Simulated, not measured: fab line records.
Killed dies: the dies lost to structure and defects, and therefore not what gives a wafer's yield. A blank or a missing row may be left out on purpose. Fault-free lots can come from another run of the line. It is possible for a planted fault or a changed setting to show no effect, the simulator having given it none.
Comparing a struck lot with a sound one :: flow nand-harc :: 14 steps out of a route of 1159
Sound: wafers L697.1, L697.5, L697.6. Struck: wafer L705.4 (L705.3, L705.6, from the same lot, were not struck and are left out); the cause is given at the end.
For every step that has rows: the tool of each side, followed by ch and its chambers, followed by its first start. Under that, the readings that differ: sound wafers :: struck wafers :: difference of the means :: sigmas: that difference in standard deviations of wafers without a fault.
alike: a reading whose means differ by less than 2 such deviations, as well as words and numbers matching on both sides. not compared: withheld readings; readings where some wafer has no value; bounds like >300 that might hide an equal value; numbers whose values overlap and for which the record gives no deviation.
Wherever a step has rows on one side only, a row that says differs or no value, or a row with sigmas, the two part there. Non-overlapping numbers with no deviation appear without sigmas and do not part them. Lack of a reading on every wafer of one side parts them only where that side has two or more wafers.

first, 1 step without rows for these wafers: NHARC_A_ONON_D1_DEP_03 (target thk 1000 nm).
NHARC_A_ONON_D1_THK_MEAS_05: measures by ellipsometry.
  struck on film-metro-01, day 10 04:43; sound on film-metro-01, day 8 07:38
  alike: thk-nm
then, 1 step without rows for these wafers: NHARC_A_ONON_D1_DEP_06 (target thk 1000 nm).
NHARC_A_ONON_D1_THK_MEAS_08: measures by ellipsometry.
  struck on film-metro-01, day 10 05:17; sound on film-metro-01, day 8 08:12
  alike: thk-nm
then, 1 step without rows for these wafers: NHARC_A_ONON_D1_DEP_09 (target thk 1000 nm).
NHARC_A_ONON_D1_THK_MEAS_11: measures by ellipsometry.
  struck on film-metro-02, day 10 05:50; sound on film-metro-01, day 8 08:47
  alike: thk-nm
then, 1 step without rows for these wafers: NHARC_A_ONON_D1_DEP_12 (target thk 1000 nm).
NHARC_A_ONON_D1_THK_MEAS_14: measures by ellipsometry.
  struck on film-metro-01, day 10 06:25; sound on film-metro-02, day 8 09:22
  alike: thk-nm
then, 2 steps without rows for these wafers: NHARC_A_ONON_D1_ANNEAL_15 (time 3600 s); NHARC_A_ONON_D1_DEP_16 (target thk 1000 nm).
NHARC_A_ONON_D1_THK_MEAS_18: measures by ellipsometry.
  struck on film-metro-02, day 10 13:34; sound on film-metro-01, day 8 19:13
  alike: thk-nm
NHARC_A_ONON_D1_DEP_19: target thk 1000 nm.
  sound on pecvd-onon-04 ch 0, day 8 19:17; struck on pecvd-onon-04 ch 0, day 10 13:44
  alike: n2-flow-sccm
NHARC_A_ONON_D1_THK_MEAS_21: measures by ellipsometry.
  struck on film-metro-02, day 10 14:08; sound on film-metro-02, day 8 19:47
reading: thk-nm (nm)
sound: 1008 1009 1009
struck: 909
difference: -100
sigmas: -10
then, 1 step without rows for these wafers: NHARC_A_ONON_D1_DEP_22 (target thk 1000 nm).

WHERE THEY PART
Only at NHARC_A_ONON_D1_THK_MEAS_21, as far as this record shows.

WHY: what the simulator had put in
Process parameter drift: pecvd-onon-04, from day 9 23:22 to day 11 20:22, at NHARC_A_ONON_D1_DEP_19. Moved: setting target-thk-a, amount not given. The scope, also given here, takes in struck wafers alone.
